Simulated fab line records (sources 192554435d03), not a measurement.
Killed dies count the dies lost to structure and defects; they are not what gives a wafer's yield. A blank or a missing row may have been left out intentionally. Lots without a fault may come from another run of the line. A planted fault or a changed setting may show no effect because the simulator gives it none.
Matching of chambers / flow n5Finfet / 4 sister chambers for N5_BEOL_M0_SAQP_STRIP_75 on rieDiel-02
The step strips in CF4. 4 wafers are shown with their chamber, then 8 later ones without.

EACH WAFER AND ITS CHAMBER
wafer=L225.2; chamber=3; drypumpMotorCurrentA (A)=6.5
wafer=L226.1; chamber=1; drypumpMotorCurrentA (A)=5.7
wafer=L226.4; chamber=0; drypumpMotorCurrentA (A)=6.5
wafer=L227.2; chamber=2; drypumpMotorCurrentA (A)=5.8

WAFERS MISSING THEIR CHAMBER
wafer=L227.4; drypumpMotorCurrentA (A)=5.7
wafer=L227.5; drypumpMotorCurrentA (A)=6.5
wafer=L229.1; drypumpMotorCurrentA (A)=6.6
wafer=L229.2; drypumpMotorCurrentA (A)=5.8
wafer=L229.4; drypumpMotorCurrentA (A)=5.7
wafer=L230.2; drypumpMotorCurrentA (A)=5.7
wafer=L230.3; drypumpMotorCurrentA (A)=5.8
wafer=L230.4; drypumpMotorCurrentA (A)=6.5

CHAMBER TAKEN BY EACH
wafer=L227.4; from the rows above=1; in truth=1
wafer=L227.5; from the rows above=can't be placed: 0 or 3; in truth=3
wafer=L229.1; from the rows above=can't be placed: 0 or 3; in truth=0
wafer=L229.2; from the rows above=2; in truth=2
wafer=L229.4; from the rows above=1; in truth=1
wafer=L230.2; from the rows above=1; in truth=1
wafer=L230.3; from the rows above=2; in truth=2
wafer=L230.4; from the rows above=can't be placed: 0 or 3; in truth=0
Placed correctly: 5 of 8. Not placeable from these rows: 3 (in 3, the candidates include the true chamber). Number placed wrongly: 0.
How it was worked out, from the rows above alone: a wafer's distance from a chamber is the root of the sum, over the readings, of the square of ((its reading less the chamber's mean) divided by the reading's scatter). The wafer belongs to the nearest chamber; if the next one is less than 2 further off, it can't be placed. Each chamber's mean is taken over the wafers shown for it. The scatter: with one shown wafer a chamber, the root of the mean of the squares of how far each hidden wafer lies from its nearest shown one.
